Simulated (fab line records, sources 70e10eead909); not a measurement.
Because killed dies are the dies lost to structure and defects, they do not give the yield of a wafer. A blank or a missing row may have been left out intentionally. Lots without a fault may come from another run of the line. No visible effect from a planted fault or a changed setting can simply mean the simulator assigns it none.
What tool caused it?	flow nand_harc	6 lots with 18 wafers sampled at 5 steps, on a route of 1302 steps

WHAT EACH GAUGE READ, for each wafer
NHARC_END_SORT_01.
lot	measured	on	defect_limited_yield (%)
L531	day 29 04:31	prober-02	88.2 93.5 79.8

TOOL THAT RAN EACH LOT (tool first, then ch and the chambers of the sampled wafers, then the start)
lot	NHARC_P_BONDPAD_PRE_CLEAN_26	NHARC_THIN_TSV_DEGAS_49	NHARC_THIN_TSV_PRE_CLEAN_50	NHARC_THIN_TSV_STRIP_56
L521	pvd_sputter-02, day 6 22:52	pvd_sputter-03, day 23 21:51	pvd_sputter-03, day 24 01:29 or earlier	plasma_asher-01 ch 0,1, day 24 01:29
L524	pvd_sputter-01, day 8 09:55	pvd_sputter-02, day 25 22:13	pvd_sputter-02, day 26 01:52 or earlier	plasma_asher-02 ch 0,1, day 26 01:52
L527	pvd_sputter-01, day 9 17:56	pvd_sputter-01, day 26 17:02	pvd_sputter-01, day 26 20:49 or earlier	plasma_asher-01 ch 0,1, day 26 20:49
L531	pvd_sputter-01, day 11 03:19	pvd_sputter-01, day 28 14:56	pvd_sputter-01, day 28 18:43 or earlier	plasma_asher-01 ch 0,1, day 28 18:43
L534	pvd_sputter-02, day 12 19:00	pvd_sputter-03, day 29 09:00	pvd_sputter-03, day 29 12:51 or earlier	plasma_asher-01 ch 0,1, day 29 12:51
L541	pvd_sputter-01, day 15 06:29	pvd_sputter-01, day 32 14:25	pvd_sputter-01, day 32 18:14 or earlier	plasma_asher-01 ch 0,1, day 32 18:14
- NHARC_P_BONDPAD_PRE_CLEAN_26: time 30 s.
- NHARC_THIN_TSV_DEGAS_49: time 120 s.
- NHARC_THIN_TSV_PRE_CLEAN_50: time 30 s.
- NHARC_THIN_TSV_STRIP_56: strips in O2.

THE ANSWER, worked out from the rows above alone
Rule: what is usual is taken from the lots themselves. The widest of any qualifying gaps counts: lots, ordered by their means at a reading, are off when they make up no more than a third of the lots, leave a main group of 4 or more, and stand apart from it by 3 or more times the standard deviation of that group's means. A main group whose means are all the same, to the digits that the tables above print for the reading, isn't used. Also off: a lot with no number at a reading for which 4 or more lots have one. The other lots that the step has rows for count as sound.
Across all readings shown, no lot is off: no conclusion can be drawn from this.

WHAT THE SIMULATOR HAD INSERTED
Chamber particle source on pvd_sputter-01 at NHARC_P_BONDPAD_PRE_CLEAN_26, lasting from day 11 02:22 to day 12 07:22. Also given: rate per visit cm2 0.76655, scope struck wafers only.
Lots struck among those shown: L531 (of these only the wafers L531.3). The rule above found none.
